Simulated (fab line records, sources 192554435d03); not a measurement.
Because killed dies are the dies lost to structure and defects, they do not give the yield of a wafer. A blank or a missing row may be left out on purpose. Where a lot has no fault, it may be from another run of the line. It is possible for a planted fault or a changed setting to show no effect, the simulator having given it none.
Matching of chambers :: flow n5Finfet :: cmp-02 running N5_BEOL_M7_CMP_52: 4 sister chambers
The step polishes, stops on SiCOH lowk, t overpolish 6.9 s, target thk 80 nm. 4 wafers are shown with their chamber, then 10 later ones without.

## WAFERS WITH THEIR CHAMBER
wafer: L085.4
chamber: 0
motorCurrentA (A): 5.1

wafer: L090.6
chamber: 1
motorCurrentA (A): 5.2

wafer: L092.2
chamber: 3
motorCurrentA (A): 6.6

wafer: L092.4
chamber: 2
motorCurrentA (A): 6.3

## WAFERS MISSING THEIR CHAMBER
wafer: L092.6
motorCurrentA (A): 5.5

wafer: L093.2
motorCurrentA (A): 6.4

wafer: L093.3
motorCurrentA (A): 5.0

wafer: L093.6
motorCurrentA (A): 6.5

wafer: L096.1
motorCurrentA (A): 6.6

wafer: L096.4
motorCurrentA (A): 6.2

wafer: L096.5
motorCurrentA (A): 5.1

wafer: L086.3
motorCurrentA (A): 6.1

wafer: L086.4
motorCurrentA (A): 6.4

wafer: L086.5
motorCurrentA (A): 6.0

## WHICH CHAMBER EACH WENT THROUGH
wafer: L092.6
from the rows above: can't be placed: 1 or 0
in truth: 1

wafer: L093.2
from the rows above: can't be placed: 2 or 3
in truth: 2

wafer: L093.3
from the rows above: can't be placed: 0 or 1
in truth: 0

wafer: L093.6
from the rows above: can't be placed: 3 or 2
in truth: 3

wafer: L096.1
from the rows above: can't be placed: 3 or 2
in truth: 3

wafer: L096.4
from the rows above: can't be placed: 2 or 3
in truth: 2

wafer: L096.5
from the rows above: can't be placed: 0 or 1
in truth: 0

wafer: L086.3
from the rows above: can't be placed: 2 or 3
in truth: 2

wafer: L086.4
from the rows above: can't be placed: 2 or 3
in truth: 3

wafer: L086.5
from the rows above: can't be placed: 2 or 3
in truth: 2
Correct placement for 0 of the 10. Can't be placed from these rows: 10 (the true chamber is among the candidates in 10). Placed wrongly: 0.
How it was worked out, from the rows above alone: a wafer's distance from a chamber is the root of the sum, over the readings, of the square of ((its reading less the chamber's mean) divided by the reading's scatter). The wafer belongs to the nearest chamber; if the next one is less than 2 further off, it can't be placed. For every chamber, the mean is computed from those of its wafers that are shown. The scatter: with one shown wafer a chamber, the root of the mean of the squares of how far each hidden wafer lies from its nearest shown one.
